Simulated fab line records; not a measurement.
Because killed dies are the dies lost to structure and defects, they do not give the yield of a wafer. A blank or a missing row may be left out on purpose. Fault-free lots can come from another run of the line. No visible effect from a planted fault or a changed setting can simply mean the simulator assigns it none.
Matching of chambers	flow nandHarc	NHARC_A_STAIRCASE_STRIP_476 on rieDiel-05 has 4 sister chambers
The step strips in O2, time 20 s. 16 wafers are shown with their chamber, then 8 later ones without.

== WAFERS, EACH WITH ITS CHAMBER ==
wafer	chamber	showerheadPlenumPTorr (Torr)	rfVppV (V)	oesProductAu (a.u.)
L075.2	1	3.37	57.9	1.000
L075.5	3	3.40	55.9	0.989
L075.6	2	3.67	58.2	0.997
L078.1	3	3.40	57.3	0.974
L078.4	1	3.37	57.1	1.007
L078.5	3	3.40	58.2	0.997
L077.1	2	3.67	58.9	1.002
L077.5	1	3.37	57.8	1.001
L077.6	0	3.45	56.6	0.997
L080.4	1	3.37	55.8	1.019
L080.5	2	3.67	58.6	0.999
L080.6	1	3.37	58.3	1.000
L081.1	3	3.40	56.5	0.974
L081.2	2	3.67	59.1	0.984
L081.4	0	3.45	56.5	0.990
L085.2	3	3.39	57.9	0.989

SIGNATURES (averages over the wafers above)
reading	chamber 0	chamber 1	chamber 2	chamber 3	scatter within a chamber
showerheadPlenumPTorr	3.4500	3.3700	3.6700	3.3980	0.00258
rfVppV	56.550	57.380	58.700	57.160	0.817
oesProductAu	0.99350	1.00540	0.99550	0.98460	0.00864
Rule: distance of a wafer from a chamber = root of the sum over the readings of ((wafer's reading minus chamber's mean) / reading's scatter) squared. If the next closest chamber is less than 2 further off than the closest, the wafer can't be placed; otherwise it belongs to the closest. The scatter is the square root of a quotient: the sum, over the shown wafers, of each reading's squared deviation from its chamber's mean, divided by wafers minus chambers.

== WAFERS WHOSE CHAMBER IS MISSING ==
wafer	showerheadPlenumPTorr (Torr)	rfVppV (V)	oesProductAu (a.u.)
L085.3	3.36	58.0	1.001
L085.6	3.45	57.5	0.995
L082.2	3.39	57.1	0.988
L082.5	3.39	58.0	0.997
L082.6	3.66	56.7	0.998
L092.2	3.43	56.6	0.984
L092.5	3.66	58.9	0.995
L092.6	3.38	57.3	0.985

== WHICH CHAMBER EACH ONE RAN IN ==
wafer	from the rows above	in truth
L085.3	1	1
L085.6	0	0
L082.2	3	3
L082.5	3	3
L082.6	2	2
L092.2	0	0
L092.5	2	2
L092.6	1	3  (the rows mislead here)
Correct placement for 7 of the 8. Number that these rows cannot place: 0. Placed wrongly: 1.
